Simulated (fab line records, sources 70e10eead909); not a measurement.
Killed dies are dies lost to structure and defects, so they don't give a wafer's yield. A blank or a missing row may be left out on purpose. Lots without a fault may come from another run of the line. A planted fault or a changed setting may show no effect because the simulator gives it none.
Chamber matching | flow nand_harc | NHARC_A_STAIRCASE_TRIM_196 on rie_diel-13: 4 sister chambers
The step chemistry O2, time 211.2 s. 16 wafers are shown with their chamber, then 8 later ones without.

WAFERS WITH THEIR CHAMBER
wafer  | chamber | showerhead_plenum_p_Torr (Torr) | drypump_motor_current_A (A) | oes_product_au (a.u.)
L074.1 | 2       | 3.63                            | 6.1                         | 0.988
L074.2 | 0       | 3.36                            | 5.0                         | 1.009
L074.5 | 0       | 3.35                            | 4.9                         | 1.006
L083.1 | 3       | 3.81                            | 6.4                         | 0.987
L083.2 | 1       | 3.64                            | 6.3                         | 1.003
L083.6 | 1       | 3.64                            | 6.3                         | 0.991
L089.2 | 2       | 3.62                            | 6.0                         | 1.000
L089.4 | 1       | 3.64                            | 6.2                         | 1.002
L089.6 | 3       | 3.80                            | 6.4                         | 0.983
L085.1 | 2       | 3.62                            | 6.1                         | 0.992
L085.2 | 0       | 3.34                            | 5.0                         | 1.024
L085.3 | 3       | 3.80                            | 6.4                         | 0.978
L086.1 | 0       | 3.34                            | 5.0                         | 1.014
L086.3 | 3       | 3.80                            | 6.4                         | 0.992
L086.6 | 1       | 3.64                            | 6.3                         | 1.013
L088.1 | 2       | 3.61                            | 6.1                         | 0.978

SIGNATURES (means of the wafers above)
reading                  | chamber 0 | chamber 1 | chamber 2 | chamber 3 | scatter within a chamber
showerhead_plenum_p_Torr | 3.3475    | 3.6400    | 3.6200    | 3.8025    | 0.00677
drypump_motor_current_A  | 4.975     | 6.275     | 6.075     | 6.400     | 0.0433
oes_product_au           | 1.01325   | 1.00225   | 0.98950   | 0.98500   | 0.0081
Rule: a wafer's distance from a chamber is the root of the sum, over the readings, of the square of ((its reading less the chamber's mean) divided by the reading's scatter). The wafer belongs to the nearest chamber; if the next one is less than 2 further off, it can't be placed. The scatter: the root of (the sum of the squares of (reading less its chamber's mean) over the shown wafers, divided by (wafers less chambers)).

WAFERS WITHOUT THEIR CHAMBER
wafer  | showerhead_plenum_p_Torr (Torr) | drypump_motor_current_A (A) | oes_product_au (a.u.)
L088.2 | 3.63                            | 6.2                         | 0.999
L088.5 | 3.80                            | 6.4                         | 0.986
L092.4 | 3.61                            | 6.0                         | 1.003
L092.5 | 3.34                            | 5.0                         | 1.014
L092.6 | 3.63                            | 6.2                         | 1.000
L095.1 | 3.63                            | 6.2                         | 1.002
L095.4 | 3.79                            | 6.4                         | 0.989
L095.6 | 3.61                            | 6.1                         | 0.992

WHICH CHAMBER EACH WENT THROUGH
wafer  | from the rows above     | in truth
L088.2 | can't be placed: 1 or 2 | 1
L088.5 | 3                       | 3
L092.4 | 2                       | 2
L092.5 | 0                       | 0
L092.6 | can't be placed: 1 or 2 | 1
L095.1 | can't be placed: 1 or 2 | 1
L095.4 | 3                       | 3
L095.6 | 2                       | 2
Placed correctly: 5 of 8. Can't be placed from these rows: 3 (the true chamber is among the candidates in 3). Placed wrongly: 0.
